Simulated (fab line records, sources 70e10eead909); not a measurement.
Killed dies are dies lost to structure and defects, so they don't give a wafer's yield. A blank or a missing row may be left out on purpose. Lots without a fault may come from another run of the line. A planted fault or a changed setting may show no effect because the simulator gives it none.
Which tool did it? | flow nand_harc | 6 lots, 18 wafers sampled, at 2 steps of a route of 1159

WHAT THE GAUGES READ, wafer by wafer
NHARC_A_M0_CD_MEAS_09: target cd 80 nm.
lot  | measured     | on        | cd_nm (nm)
L385 | day 17 21:40 | cd_sem-02 | 79.1 79.4 80.5
L383 | day 18 18:27 | cd_sem-03 | 80.0 80.2 80.4
L389 | day 19 21:25 | cd_sem-03 | 80.2 79.4 79.8
L398 | day 22 06:20 | cd_sem-01 | 80.3 81.0 79.2
L402 | day 22 15:38 | cd_sem-03 | 80.3 79.9 79.8
L404 | day 23 12:16 | cd_sem-03 | 81.4 80.6 80.4

WHICH TOOL RAN EACH LOT (tool, then ch and the chambers of the sampled wafers, then the start)
lot  | NHARC_A_BLC_PVD_32
L385 | pvd_sputter-03, day 17 21:40 or earlier
L383 | pvd_sputter-02, day 18 18:27 or earlier
L389 | pvd_sputter-03, day 19 21:25 or earlier
L398 | pvd_sputter-03, day 22 06:20 or earlier
L402 | pvd_sputter-03, day 22 15:38 or earlier
L404 | pvd_sputter-03, day 23 12:16 or earlier
- NHARC_A_BLC_PVD_32: deposits Ti, target thk 5 nm, time 17.7 s.

THE ANSWER, worked out from the rows above alone
Rule: what is usual is taken from the lots themselves. Put in order of their means at a reading, lots are off if they are a third of the lots or fewer, leave a main group of 4 or more, and stand apart from it by a gap of 3 or more times the standard deviation of the main group's means; of several such gaps the widest counts. A main group whose means are all the same, to the digits that the tables above print for the reading, isn't used. A lot without any number at a reading at which 4 lots or more have one is off too. The other lots that the step has rows for count as sound.
No lot is off at any reading shown: from this, nothing can be told.

WHAT THE SIMULATOR HAD PUT IN
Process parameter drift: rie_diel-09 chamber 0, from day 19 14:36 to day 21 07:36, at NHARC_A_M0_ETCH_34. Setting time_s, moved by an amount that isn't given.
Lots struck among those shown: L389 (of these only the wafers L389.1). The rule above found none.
